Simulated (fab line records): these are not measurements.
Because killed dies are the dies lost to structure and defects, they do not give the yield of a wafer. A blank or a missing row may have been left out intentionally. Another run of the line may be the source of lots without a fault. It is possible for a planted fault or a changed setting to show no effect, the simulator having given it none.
Matching of chambers | flow n5 finfet | N5_MOL_CONTACT_COAG_ETCHBACK_136 on rie diel-01 has 4 sister chambers
The step etches SiO2 in CHF3, target depth 25 nm, time 16.7 s. 24 wafers are shown with their chamber, then 12 later ones without.

WAFERS WITH THEIR CHAMBER
wafer  | chamber | drypump motor current A (A) | throttle valve pct (%) | showerhead plenum p Torr (Torr)
L074.4 | 1       | 5.7                         | 18.52                  | 2.49
L074.5 | 3       | 6.3                         | 18.69                  | 2.46
L074.6 | 0       | 6.4                         | 18.65                  | 2.49
L077.1 | 2       | 5.2                         | 19.24                  | 2.45
L077.2 | 0       | 6.3                         | 18.65                  | 2.49
L077.6 | 2       | 5.2                         | 19.25                  | 2.45
L078.3 | 3       | 6.3                         | 18.70                  | 2.46
L078.4 | 0       | 6.4                         | 18.65                  | 2.49
L078.5 | 2       | 5.2                         | 19.23                  | 2.45
L081.2 | 3       | 6.3                         | 18.71                  | 2.46
L081.3 | 2       | 5.2                         | 19.25                  | 2.44
L081.6 | 3       | 6.3                         | 18.71                  | 2.46
L082.1 | 3       | 6.3                         | 18.72                  | 2.46
L082.4 | 2       | 5.2                         | 19.25                  | 2.44
L082.5 | 1       | 5.7                         | 18.55                  | 2.49
L083.1 | 3       | 6.3                         | 18.75                  | 2.45
L083.3 | 0       | 6.4                         | 18.68                  | 2.48
L083.4 | 0       | 6.3                         | 18.68                  | 2.48
L084.1 | 3       | 6.3                         | 18.75                  | 2.45
L084.3 | 0       | 6.4                         | 18.68                  | 2.48
L084.6 | 1       | 5.7                         | 18.56                  | 2.48
L085.1 | 0       | 6.4                         | 18.70                  | 2.48
L085.4 | 2       | 5.2                         | 18.80                  | 2.44
L085.5 | 0       | 6.4                         | 18.68                  | 2.48

SIGNATURES (means of the wafers above)
reading                  | chamber 0 | chamber 1 | chamber 2 | chamber 3 | scatter within a chamber
drypump motor current A  | 6.375     | 5.700     | 5.200     | 6.300     | 0.0274
throttle valve pct       | 18.6713   | 18.5433   | 19.1700   | 18.7186   | 0.0925
showerhead plenum p Torr | 2.4838    | 2.4867    | 2.4450    | 2.4571    | 0.00523
Rule: for each reading, subtract the chamber's mean from the wafer's reading, divide by that reading's scatter and square the result; add these up over the readings and take the root, which gives the wafer's distance from the chamber. If the next closest chamber is less than 2 further off than the closest, the wafer can't be placed; otherwise it belongs to the closest. The scatter: the root of (the sum of the squares of (reading less its chamber's mean) over the shown wafers, divided by (wafers less chambers)).

WAFERS WHOSE CHAMBER IS MISSING
wafer  | drypump motor current A (A) | throttle valve pct (%) | showerhead plenum p Torr (Torr)
L086.3 | 5.7                         | 18.56                  | 2.48
L086.5 | 5.7                         | 18.56                  | 2.48
L086.6 | 5.2                         | 18.82                  | 2.44
L088.2 | 6.4                         | 18.69                  | 2.48
L088.3 | 5.7                         | 18.57                  | 2.48
L088.4 | 6.3                         | 18.76                  | 2.45
L090.1 | 5.2                         | 18.82                  | 2.44
L090.3 | 5.7                         | 18.57                  | 2.48
L090.4 | 6.4                         | 18.69                  | 2.48
L097.2 | 5.7                         | 18.60                  | 2.47
L097.3 | 5.2                         | 18.85                  | 2.43
L097.5 | 5.7                         | 18.61                  | 2.47

EACH ONE'S CHAMBER
wafer  | from the rows above | in truth
L086.3 | 1                   | 1
L086.5 | 1                   | 1
L086.6 | 2                   | 2
L088.2 | 0                   | 0
L088.3 | 1                   | 1
L088.4 | 3                   | 3
L090.1 | 2                   | 2
L090.3 | 1                   | 1
L090.4 | 0                   | 0
L097.2 | 1                   | 1
L097.3 | 2                   | 2
L097.5 | 1                   | 1
12 of 12 placed correctly. From these rows, 0 cannot be placed. 0 placed wrongly.
